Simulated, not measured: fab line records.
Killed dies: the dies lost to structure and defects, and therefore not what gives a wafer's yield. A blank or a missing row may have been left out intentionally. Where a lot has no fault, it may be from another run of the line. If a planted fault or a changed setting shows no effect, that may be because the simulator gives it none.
Chamber matching    flow nandHarc    NHARC_THIN_TSV_DEP_47 on pecvd-02 has 3 sister chambers
The step deposits SiO2, target thk 200 nm. 3 wafers are shown with their chamber, then 8 later ones without.

WAFERS PAIRED WITH THEIR CHAMBERS
wafer   chamber  throttleValvePct (%)
L539.1  1        15.6
L539.3  0        15.7
L541.1  2        16.0

WAFERS WITH NO CHAMBER GIVEN
wafer   throttleValvePct (%)
L541.5  15.6
L541.6  15.4
L540.1  15.5
L540.2  15.8
L540.3  15.2
L542.2  15.6
L542.3  15.8
L542.5  15.5

THE CHAMBER EACH PASSED THROUGH
wafer   from the rows above           in truth
L541.5  can't be placed: 1 or 0       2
L541.6  can't be placed: 1 or 0       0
L540.1  can't be placed: 1 or 0       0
L540.2  can't be placed: 0 or 2 or 1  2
L540.3  can't be placed: 1 or 0       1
L542.2  can't be placed: 1 or 0       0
L542.3  can't be placed: 0 or 2 or 1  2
L542.5  can't be placed: 1 or 0       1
Placed correctly: 0 of 8. Unplaceable from these rows: 8, with the true chamber sitting among the candidates in 7. Placed wrongly: 0.
How it was worked out, from the rows above alone: a wafer's distance from a chamber is the root of the sum, over the readings, of the square of ((its reading less the chamber's mean) divided by the reading's scatter). The wafer belongs to the nearest chamber; if the next one is less than 2 further off, it can't be placed. Each chamber's mean is taken over the wafers shown for it. The scatter: with one shown wafer a chamber, the root of the mean of the squares of how far each hidden wafer lies from its nearest shown one.
